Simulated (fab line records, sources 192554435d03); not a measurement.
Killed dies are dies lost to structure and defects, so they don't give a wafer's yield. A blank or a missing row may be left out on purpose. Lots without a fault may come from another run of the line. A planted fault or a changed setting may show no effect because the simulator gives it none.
A struck lot beside a sound one | flow n5_finfet | 36 steps out of a route of 1938
Sound: wafers L929.1, L929.3, L929.6. Struck: wafers L930.2, L930.5, L930.6. The cause comes at the end.
At each step with rows: each side's tool, then ch and its chambers, then its first start. Under that, the readings that differ: sound wafers | struck wafers | difference of the means | sigmas: that difference in standard deviations of wafers without a fault.
alike: readings whose means differ by less than 2 such deviations, and words and numbers that are the same on both sides. not compared: withheld readings, readings that some wafer has no value for, bounds like >300 that may hide the same value, and numbers for which the record gives no deviation and whose values overlap.
The two part at a step that has a row with sigmas, a row that says differs or no value, or rows on one side only. Numbers that don't overlap but have no deviation are shown without sigmas and don't part them. A reading that every wafer of one side lacks parts them only if that side has two wafers or more.

first, 9 steps without rows for these wafers: N5_BEOL_M7_ILD_DEP_00 (deposits SiCOH lowk from DEMS/porogen, target thk 179.75 nm, time 33.4 s); N5_BEOL_M7_CURE_74 (cures SiCOH lowk, time 240 s); N5_BEOL_M7_PECVD_70 (deposits SiO2 from TEOS/O2, target thk 20 nm, time 22.7 s); N5_BEOL_M7_HM_DEP_02 (deposits TiN, target thk 20 nm); N5_BEOL_M7_COAT_59 (time 60 s, resist thk 100 nm); N5_BEOL_M7_COAT_60 (time 60 s, resist thk 35 nm); N5_BEOL_M7_COAT_05 (resist thk 90 nm); N5_BEOL_M7_EBR_07; N5_BEOL_M7_SOFTBAKE_06 (time 60 s).
N5_BEOL_M7_EXPOSE_08: exposes mask M7.
  sound on arfi_scanner-02 ch 0, day 15 07:17; struck on arfi_scanner-03 ch 0, day 15 11:22
  reading              | sound             | struck            | difference | sigmas
  exposure_dose_mJ_cm2 | 68.09 68.17 68.21 | 60.74 60.77 60.77 | -7.40      | -97
  alike: mask, focus_offset_nm
then, 2 steps without rows for these wafers: N5_BEOL_M7_PEB_09 (peb time 60 s); N5_BEOL_M7_DEVELOP_10 (develop time 30 s).
N5_BEOL_M7_CD_MEAS_11: target cd 38.5 nm.
  sound on cd_sem-01 ch 0, day 15 07:25; struck on cd_sem-03 ch 0, day 15 11:29
  reading    | sound          | struck         | difference | sigmas
  cd_nm (nm) | 38.4 38.2 38.4 | 33.1 33.6 32.9 | -5.1       | -14
then, 1 step without rows for these wafers: N5_BEOL_M7_DESCUM_16 (chemistry O2, time 7.9 s).
N5_BEOL_M7_ETCH_61: etches SiARC in CF4, target depth 45.5 nm, time 75.8 s.
  sound on rie_diel-06 ch 0,2, day 15 07:32; struck on rie_diel-03 ch 0,2,3, day 15 11:37
  reading                         | sound          | struck         | difference | sigmas
  etch_rf_on_time_s (s)           | 75.1 73.2 73.3 | 77.3 76.6 76.9 | +3.1       | +2
  model.BEOL_M7.cd_offset_nm (nm) | 0.2 -0.6 -0.2  | -5.4 -4.8 -5.8 | -5.1       |
  alike: drypump_motor_current_A, oes_product_au, rf_vpp_V, showerhead_plenum_p_Torr, throttle_valve_pct
  not compared: rf_hours_counter_h
then, 3 steps without rows for these wafers: N5_BEOL_M7_ETCH_62 (etches SOC in N2/H2, target depth 110 nm, overetch 22 nm, time 165 s); N5_BEOL_M7_STRIP_68 (strips in N2/H2); N5_BEOL_M7_STRIP_67 (strips in CF4).
N5_BEOL_M7_HM_OPEN_17: chemistry Cl2/BCl3, target TiN, target depth 20 nm, overetch 6 nm.
  sound on rie_metal-02 ch 1, day 15 07:47; struck on rie_metal-02 ch 0,1, day 15 11:51
  reading                         | sound         | struck         | difference | sigmas
  model.BEOL_M7.cd_offset_nm (nm) | 0.2 -0.6 -0.4 | -5.6 -4.8 -5.6 | -5.1       |
  alike: bcl3_flow_sccm, drypump_motor_current_A, he_backside_leak_sccm, oes_product_au, throttle_valve_pct
  not compared: rf_hours_counter_h
then, 1 step without rows for these wafers: N5_BEOL_M7_STRIP_19 (strips in O2).
N5_BEOL_M7_CD_MEAS_18: pitch 80 nm, target cd 40 nm.
  sound on cd_sem-01, day 15 08:02; struck on cd_sem-01, day 15 12:02
  reading    | sound          | struck         | difference | sigmas
  cd_nm (nm) | 40.2 40.0 40.0 | 34.6 35.2 34.2 | -5.4       | -13
then, 13 steps without rows for these wafers: N5_BEOL_M7_COAT_63 (time 60 s, resist thk 60 nm); N5_BEOL_M7_COAT_64 (time 60 s, resist thk 12 nm); N5_BEOL_M7_COAT_71 (time 60 s, resist thk 5 nm); N5_BEOL_M7_COAT_22 (resist thk 30 nm); N5_BEOL_M7_EBR_24; N5_BEOL_M7_SOFTBAKE_23 (time 60 s); N5_BEOL_M7_EXPOSE_25 (exposes mask V6, target cd 40 nm); N5_BEOL_M7_PEB_26 (peb time 60 s); N5_BEOL_M7_DEVELOP_27 (develop time 30 s); N5_BEOL_M7_DESCUM_33 (chemistry O2, time 7 s); N5_BEOL_M7_ETCH_72 (etches underlayer in N2/H2, target depth 6.5 nm, time 5.2 s); N5_BEOL_M7_ETCH_65 (etches SiARC in CF4, target depth 15.6 nm, time 26 s); N5_BEOL_M7_ETCH_66 (etches SOC in N2/H2, target depth 80 nm, overetch 16 nm, time 120 s).
-- the record jumps here: 3 days lie between the struck wafers' starts before and after (it left off in module BEOL_M7 and takes up again in module BEOL_M15, whose first step shown is number 1830 of the route) --
N5_BEOL_M15_RC_MEAS_101:
  sound on prober-01 ch 0, day 18 00:00; struck on prober-02 ch 0, day 18 07:26
  reading                   | sound                   | struck                | difference | sigmas
  COMB_M12 (S/m)            | 4.5e-12 4.6e-12 4.3e-12 | 8e-12 8.4e-12 7.9e-12 | +4e-12     | +2
  COMB_M15 (S/m)            | 1.3e-12 8e-13 2e-12     | 4e-12 4.5e-12 4.5e-12 | +3e-12     | +3
  SERP_M7 (ohm/um)          | 14.3 13.5 13.7          | 18.0 17.7 18.0        | +4.1       | +9
  SERP_M7_max_site (ohm/um) | 14.7 14.0 14.4          | 18.8 18.4 19.1        | +4.4       | +9
  alike: COMB_M10, COMB_M11, COMB_M11_max_site, COMB_M13, COMB_M14, COMB_M5, COMB_M6, COMB_M8, COMB_M9, SERP_M10, SERP_M11, SERP_M12, SERP_M13, SERP_M14, SERP_M5, SERP_M6, SERP_M8, SERP_M9
N5_PASSIVATION_PROBE_49:
  sound on prober-01, day 18 17:53; struck on prober-01, day 18 23:14
  alike: defect_limited_yield, killed_at_M0_to_M3, killed_at_M4_up, killed_at_contacts, killed_at_front_end, killed_at_other, killed_dies, killed_on_rim, killed_open, killed_short, sort_bin_5_function, sort_bin_6_memory, sort_n_pass, sort_yield_pct
  not compared: sort_bin_8_speed

WHERE THEY PART
First at N5_BEOL_M7_EXPOSE_08; last, within this record, at N5_BEOL_M15_RC_MEAS_101. Later steps at which nothing parts them and some readings are alike: N5_PASSIVATION_PROBE_49.

WHY: what the simulator had put in
Process parameter drift: arfi_scanner-03, from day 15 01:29 on, at N5_BEOL_M7_EXPOSE_08. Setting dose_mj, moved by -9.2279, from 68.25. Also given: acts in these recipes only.
